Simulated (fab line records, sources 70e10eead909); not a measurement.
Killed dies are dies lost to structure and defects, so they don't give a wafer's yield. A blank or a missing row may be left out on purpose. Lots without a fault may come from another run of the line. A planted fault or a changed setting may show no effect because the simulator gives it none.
Which tool did it? | flow nand_harc | 13 lots, 39 wafers sampled, at 4 steps of a route of 1302

WHAT THE GAUGES READ, wafer by wafer
NHARC_THIN_TSV_CD_MEAS_12: target cd 1000 nm. Usual: cd_nm 999.2 nm, standard deviation 2.3.
lot  | measured     | on        | cd_nm (nm)           | flag
L545 | day 24 07:23 | cd_sem-02 | 1002.4 998.9 994.5   |
L547 | day 24 21:38 | cd_sem-03 | 1000.0 1001.2 999.5  |
L548 | day 24 20:34 | cd_sem-03 | 999.4 1000.8 999.2   |
L550 | day 26 00:28 | cd_sem-01 | 996.0 995.4 1002.9   |
L549 | day 25 06:25 | cd_sem-02 | 1001.1 998.1 1000.1  |
L555 | day 27 11:49 | cd_sem-03 | 1001.5 995.6 1001.1  |
L558 | day 28 20:10 | cd_sem-01 | 1003.0 1000.7 1001.5 |
L559 | day 29 19:22 | cd_sem-03 | 994.2 993.4 1000.9   |
L562 | day 30 16:17 | cd_sem-01 | 998.6 998.3 1000.3   |
L563 | day 31 00:56 | cd_sem-03 | 999.1 995.1 1000.1   |
L566 | day 32 14:20 | cd_sem-02 | 1000.8 997.0 995.7   |
L567 | day 32 22:00 | cd_sem-02 | 1000.1 1002.7 1000.2 |
L568 | day 33 19:37 | cd_sem-01 | 999.6 994.6 997.8    |

NHARC_END_SORT_01. Usual: defect_limited_yield 91.4 %, standard deviation 2.4; killed_at_array 54, standard deviation 17; killed_at_other 0.7, standard deviation 1; killed_at_periphery 3.7, standard deviation 2.9; killed_dies 58, standard deviation 16; killed_open 3.2, standard deviation 1.9; killed_short 2.2, standard deviation 1.5; sort_bin_2_pct 3.1 %, standard deviation 1.1; sort_bin_3_pct 0.6 %, standard deviation 0.33; sort_bin_4_pct 4.9 %, standard deviation 1.4; sort_n_pass 619, standard deviation 16; sort_rim_yield_pct 94 %, standard deviation 3.8; sort_yield_pct 91.4 %, standard deviation 2.4.
lot  | measured     | on        | defect_limited_yield (%) | killed_at_array | killed_at_other | killed_at_periphery | killed_dies | killed_open | killed_short | sort_bin_2_pct (%) | sort_bin_3_pct (%) | sort_bin_4_pct (%) | sort_n_pass | sort_rim_yield_pct (%) | sort_yield_pct (%) | flag
L558 | day 29 11:16 | prober-01 | 91.1 81.5 92.2           | 49 39 45        | 0 0 0           | 11 86 8             | 60 125 53   | 1 3 3       | 4 2 4        | 3.8 9.2 2.5        | 0.3 3.4 0.3        | 4.7 5.9 5.0        | 617 552 624 | 93 87 95               | 91.1 81.5 92.2     | OFF
L559 | day 30 12:35 | prober-01 | 94.1 92.0 82.0           | 33 48 43        | 0 0 0           | 7 6 79              | 40 54 122   | 5 4 8       | 3 6 2        | 1.6 2.4 6.1        | 0.3 0.1 4.4        | 4.0 5.5 7.5        | 637 623 555 | 90 95 77               | 94.1 92.0 82.0     | OFF
L562 | day 31 08:20 | prober-01 | 92.2 90.4 87.7           | 50 59 71        | 0 0 0           | 3 6 12              | 53 65 83    | 2 4 7       | 1 5 1        | 2.1 3.0 5.0        | 1.0 0.9 0.7        | 4.7 5.8 6.5        | 624 612 594 | 87 91 87               | 92.2 90.4 87.7     |

WHICH TOOL RAN EACH LOT (tool, then ch and the chambers of the sampled wafers, then the start)
lot  | NHARC_P_M0_PRE_CLEAN_29      | NHARC_HYBRID_BOND_ACTIVATE_00
L545 | pvd_sputter-03, day 6 08:01  | rie_diel-10 ch 1,2, day 23 15:59
L547 | pvd_sputter-02, day 7 05:41  | rie_diel-10 ch 0,2, day 24 09:55
L548 | pvd_sputter-01, day 7 06:40  | rie_diel-10 ch 1,2,3, day 24 08:32
L550 | pvd_sputter-02, day 8 03:31  | rie_diel-09 ch 0,1,2, day 25 12:19
L549 | pvd_sputter-02, day 8 04:07  | rie_diel-10 ch 1,3, day 24 18:14
L555 | pvd_sputter-02, day 10 07:10 | rie_diel-10 ch 0,2,3, day 26 23:49
L558 | pvd_sputter-02, day 11 11:05 | rie_diel-10 ch 0,1, day 28 07:55
L559 | pvd_sputter-02, day 12 03:32 | rie_diel-10 ch 0,1,2, day 29 07:23
L562 | pvd_sputter-01, day 13 03:43 | rie_diel-10 ch 1,2, day 30 01:17
L563 | pvd_sputter-03, day 13 10:55 | rie_diel-10 ch 1,2,3, day 30 12:53
L566 | pvd_sputter-03, day 15 06:02 | rie_diel-13 ch 1,2,3, day 32 01:16
L567 | pvd_sputter-01, day 15 08:49 | rie_diel-10 ch 0,2,3, day 32 09:35
L568 | pvd_sputter-02, day 15 19:58 | rie_diel-09 ch 0,3, day 33 07:37
- NHARC_P_M0_PRE_CLEAN_29: time 30 s.
- NHARC_HYBRID_BOND_ACTIVATE_00: chemistry N2, time 60 s.

WHAT THE TOOLS THEMSELVES READ (means of the sampled wafers that have a number; where no wafer has one, the mark that the record gives instead)
NHARC_P_M0_PRE_CLEAN_29. Usual: heater_power_w 430 W, standard deviation 44.
lot  | tool           | heater_power_w (W) | flag
L545 | pvd_sputter-03 | 389                |
L547 | pvd_sputter-02 | 492                |
L548 | pvd_sputter-01 | 446                |
L550 | pvd_sputter-02 | 456                |
L549 | pvd_sputter-02 | 480                |
L555 | pvd_sputter-02 | 472                |
L558 | pvd_sputter-02 | 466                |
L559 | pvd_sputter-02 | 452                |
L562 | pvd_sputter-01 | 464                |
L563 | pvd_sputter-03 | 413                |
L566 | pvd_sputter-03 | 385                |
L567 | pvd_sputter-01 | 422                |
L568 | pvd_sputter-02 | 444                |

NHARC_HYBRID_BOND_ACTIVATE_00. Usual: drypump_motor_current_A 5.4 A, standard deviation 0.44; oes_product_au 1.002 a.u., standard deviation 0.014; rf_vpp_V 64.2 V, standard deviation 0.82; showerhead_plenum_p_Torr 1.78 Torr, standard deviation 0.059.
lot  | tool        | drypump_motor_current_A (A) | oes_product_au (a.u.) | rf_vpp_V (V) | showerhead_plenum_p_Torr (Torr) | flag
L545 | rie_diel-10 | 5.2                         | 0.998                 | 64.8         | 1.78                            |
L547 | rie_diel-10 | 5.4                         | 1.000                 | 64.4         | 1.80                            |
L548 | rie_diel-10 | 5.3                         | 1.004                 | 63.8         | 1.76                            |
L550 | rie_diel-09 | 6.0                         | 0.978                 | 64.5         | 1.79                            |
L549 | rie_diel-10 | 5.5                         | 1.007                 | 63.9         | 1.79                            |
L555 | rie_diel-10 | 5.4                         | 0.995                 | 64.4         | 1.77                            |
L558 | rie_diel-10 | 5.6                         | 1.021                 | 64.1         | 1.82                            |
L559 | rie_diel-10 | 5.3                         | 0.999                 | 64.6         | 1.79                            |
L562 | rie_diel-10 | 4.9                         | 0.997                 | 63.8         | 1.74                            |
L563 | rie_diel-10 | 5.3                         | 1.009                 | 64.3         | 1.76                            |
L566 | rie_diel-13 | 5.4                         | 0.997                 | 64.6         | 1.85                            |
L567 | rie_diel-10 | 5.4                         | 0.989                 | 63.3         | 1.77                            |
L568 | rie_diel-09 | 5.6                         | 1.014                 | 64.5         | 1.75                            |

THE ANSWER, worked out from the rows above alone
Rule: a lot is off if the mean of its wafers that have a number lies more than 3 standard deviations from the usual mean. A lot without any number at a reading at which 4 lots or more have one is off too. The other lots that the step has rows for count as sound. The gauges are gone through in route order, then the tools' own readings, and for those a lot's mean is taken as printed above. The first step at which some lot is off is used, and at that step the reading that is off furthest; a lot without a number counts as furthest.
Off: L558, L559, at NHARC_END_SORT_01 (killed_at_periphery). Neither off nor sound, because the step has no rows for them: L545, L547, L548, L550, L549, L555, L563, L566, L567, L568.
A tool fits if, at a process step before that reading, it ran every lot that is off, and no sound lot after the first of them. The gauges at NHARC_END_SORT_01 are tried like those tools. One fits: pvd_sputter-02 at NHARC_P_M0_PRE_CLEAN_29. It ran no sound lot before its first lot that is off in this sample, so the start can't be narrowed down.

WHAT THE SIMULATOR HAD PUT IN
Chamber particle source: pvd_sputter-02, from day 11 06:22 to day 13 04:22, at NHARC_P_M0_PRE_CLEAN_29. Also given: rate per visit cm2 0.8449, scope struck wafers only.
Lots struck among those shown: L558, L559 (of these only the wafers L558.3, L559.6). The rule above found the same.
